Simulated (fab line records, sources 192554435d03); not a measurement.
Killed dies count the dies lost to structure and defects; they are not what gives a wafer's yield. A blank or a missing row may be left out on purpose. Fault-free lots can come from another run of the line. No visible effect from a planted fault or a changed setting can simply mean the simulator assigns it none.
Comparing a struck lot with a sound one | flow n5Finfet | 20 out of 1938 route steps
Sound: wafers L931.2, L931.3, L931.5. Struck: wafers L942.3, L942.5, L942.6. The cause is named last.
For every step that has rows: the tool of each side, followed by ch and its chambers, followed by its first start. Under that, the readings that differ: sound wafers | struck wafers | difference of the means | sigmas: that difference in standard deviations of wafers without a fault.
alike: readings with means less than 2 such deviations apart, plus words and numbers identical on both sides. not compared: withheld readings, readings lacking a value on some wafer, bounds such as >300 that could conceal the same value, and numbers that have no deviation in the record and whose values overlap.
A row with sigmas, a row that says differs or no value, or rows on one side alone: a step with any of these is where the two part. Numbers that have no deviation but don't overlap get no sigmas and don't part them. A reading that every wafer of one side lacks parts them only if that side has two wafers or more.

first, 8 steps without rows for these wafers: N5_BEOL_M11_COAT_59 (time 60 s, resist thk 100 nm); N5_BEOL_M11_COAT_60 (time 60 s, resist thk 30 nm); N5_BEOL_M11_COAT_05 (resist thk 90 nm); N5_BEOL_M11_EBR_07; N5_BEOL_M11_SOFTBAKE_06 (time 60 s); N5_BEOL_M11_EXPOSE_08 (exposes mask M11); N5_BEOL_M11_PEB_09 (peb time 60 s); N5_BEOL_M11_DEVELOP_10 (develop time 30 s).
N5_BEOL_M11_CD_MEAS_11: the cd target is 64.1 nm.
  sound on cdSem-02 ch 0, day 10 09:35; struck on cdSem-03 ch 0, day 13 06:01
  alike: cdNm
N5_BEOL_M11_OVL_MEAS_12:
  sound on overlay-01 ch 0, day 10 09:37; struck on overlay-01 ch 0, day 13 06:03
  alike: M11_OVL
N5_BEOL_M11_INSPECT_13: inspects for defects (brightfield).
  sound on defectInspect-02, day 10 09:38; struck on defectInspect-02, day 13 06:04
  alike: rawDefectCount
N5_BEOL_M11_DESCUM_16: chemistry O2, time 7.9 s.
  sound on rieDiel-02 ch 0,2, day 10 10:16; struck on rieDiel-02 ch 0,1, day 13 06:07
reading              | sound             | struck            | difference | sigmas
oesProductAu (a.u.)  | 0.69 0.70 0.70    | 0.99 1.00 0.72    | +0.21      | +2
throttleValvePct (%) | 20.61 20.58 20.60 | 20.17 20.16 20.34 | -0.37      | -2
  alike: drypumpMotorCurrentA, rfVppV, showerheadPlenumPTorr, tempC
  not compared: rfHoursCounterH
N5_BEOL_M11_ETCH_61: etches SiARC in CF4, target depth 39 nm, time 65 s.
  sound on rieDiel-02 ch 0,2, day 10 10:17; struck on rieDiel-02 ch 0,1, day 13 06:08
  no value came back on the struck wafers for any of 8 readings (biasW (W), cf4FlowSccm (sccm) and others); on the sound wafers biasW (W) reads 36.04 36.02 36.13
reading                                      | sound          | struck         | difference | sigmas
model.CAR-ArF_of_BEOL_M11_COAT_05.thkNm (nm) | 55.4 55.2 55.6 | 83.4 83.4 83.4 | +28.0      | 
  not compared: rfHoursCounterH
N5_BEOL_M11_ETCH_62: etches SOC in N2/H2, target depth 110 nm, overetch 22 nm, time 165 s.
  sound on rieDiel-02 ch 0,2, day 10 10:20; struck on rieDiel-02 ch 0,1, day 13 06:11
reading              | sound             | struck            | difference | sigmas
oesProductAu (a.u.)  | 0.58 0.60 0.58    | 0.37 0.37 0.28    | -0.25      | -4
throttleValvePct (%) | 17.89 18.19 17.87 | 17.34 17.34 17.60 | -0.56      | -3
  alike: biasW, chamberPressureMTorr, drypumpMotorCurrentA, rfVppV, showerheadPlenumPTorr, tempC
  not compared: rfHoursCounterH
then, 1 step without rows for these wafers: N5_BEOL_M11_STRIP_68 (strips in N2/H2).
N5_BEOL_M11_STRIP_67: strips in CF4.
  sound on rieDiel-02 ch 0,2, day 10 10:29; struck on rieDiel-02 ch 0,1, day 13 06:20
reading              | sound             | struck            | difference | sigmas
oesProductAu (a.u.)  | 0.69 0.71 0.69    | 0.99 0.99 0.72    | +0.20      | +2
throttleValvePct (%) | 13.72 13.72 13.72 | 13.17 13.16 13.42 | -0.47      | -2
  alike: drypumpMotorCurrentA, rfVppV, showerheadPlenumPTorr
  not compared: rfHoursCounterH
N5_BEOL_M11_HM_OPEN_17: chemistry Cl2/BCl3, target TiN, target depth 20 nm, overetch 6 nm.
  sound on rieMetal-03 ch 0,1, day 10 10:32; struck on rieMetal-01 ch 0,1, day 13 06:25
reading             | sound          | struck         | difference | sigmas
oesProductAu (a.u.) | 0.58 0.56 0.56 | 0.33 0.32 0.33 | -0.24      | -3
  alike: drypumpMotorCurrentA, throttleValvePct
  not compared: rfHoursCounterH
N5_BEOL_M11_STRIP_19: strips in O2.
  sound on rieDiel-01 ch 0,2, day 10 10:43; struck on rieDiel-02 ch 0,3, day 13 06:32
  alike: drypumpMotorCurrentA, oesProductAu, rfVppV, showerheadPlenumPTorr, tempC, throttleValvePct
  not compared: rfHoursCounterH
N5_BEOL_M11_CD_MEAS_18: pitch 140 nm, target cd 70 nm.
  sound on cdSem-01, day 10 10:47; struck on cdSem-01, day 13 06:36
reading   | sound          | struck | difference                    | sigmas
cdNm (nm) | 71.0 71.5 72.4 | - - -  | no value on the struck wafers | 
then, 1 step without rows for these wafers: N5_BEOL_M11_COAT_63 (time 60 s, resist thk 100 nm).

== WHERE THEY PART ==
Last at N5_BEOL_M11_CD_MEAS_18 as far as this record goes, first at N5_BEOL_M11_DESCUM_16.

WHY: the cause the simulator had injected
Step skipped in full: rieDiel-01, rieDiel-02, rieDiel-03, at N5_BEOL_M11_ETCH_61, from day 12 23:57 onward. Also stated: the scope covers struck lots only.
